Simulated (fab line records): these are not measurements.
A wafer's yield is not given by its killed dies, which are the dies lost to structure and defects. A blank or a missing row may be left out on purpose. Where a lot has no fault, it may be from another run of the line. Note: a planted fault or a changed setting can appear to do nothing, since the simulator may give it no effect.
Matching of chambers | flow n5-finfet | N5_BEOL_M9_CURE_71 on uv-cure-02 has 3 sister chambers
The step cures SiCOH lowk, time 240 s. 3 wafers are shown with their chamber, then 12 later ones without.

== WAFERS, EACH WITH ITS CHAMBER ==
wafer  | chamber | wafer_temp_C_max
L082.4 | 2       | 387.6
L084.6 | 0       | 386.9
L091.5 | 1       | 386.5

== WAFERS WITH NO CHAMBER GIVEN ==
wafer  | wafer_temp_C_max
L092.1 | 387.9
L092.2 | 387.4
L092.6 | 386.8
L094.1 | 387.0
L094.5 | 386.6
L094.6 | 386.1
L096.1 | 387.9
L096.2 | 387.9
L096.5 | 387.3
L097.2 | 386.7
L097.3 | 386.8
L097.6 | 387.6

== WHICH CHAMBER EACH WENT THROUGH ==
wafer  | from the rows above     | in truth
L092.1 | 2                       | 2
L092.2 | can't be placed: 2 or 0 | 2
L092.6 | can't be placed: 0 or 1 | 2
L094.1 | can't be placed: 0 or 1 | 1
L094.5 | can't be placed: 1 or 0 | 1
L094.6 | can't be placed: 1 or 0 | 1
L096.1 | 2                       | 2
L096.2 | 2                       | 2
L096.5 | can't be placed: 2 or 0 | 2
L097.2 | can't be placed: 0 or 1 | 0
L097.3 | can't be placed: 0 or 1 | 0
L097.6 | 2                       | 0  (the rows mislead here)
Placed correctly: 3 of 12. Can't be placed from these rows: 8 (the true chamber is among the candidates in 7). 1 placed wrongly.
How it was worked out, from the rows above alone: a wafer's distance from a chamber is the root of the sum, over the readings, of the square of ((its reading less the chamber's mean) divided by the reading's scatter). The wafer belongs to the nearest chamber; if the next one is less than 2 further off, it can't be placed. A chamber's mean is the mean of its shown wafers. The scatter: root of mean squared gap, hidden wafer to nearest shown wafer, with one shown wafer a chamber.
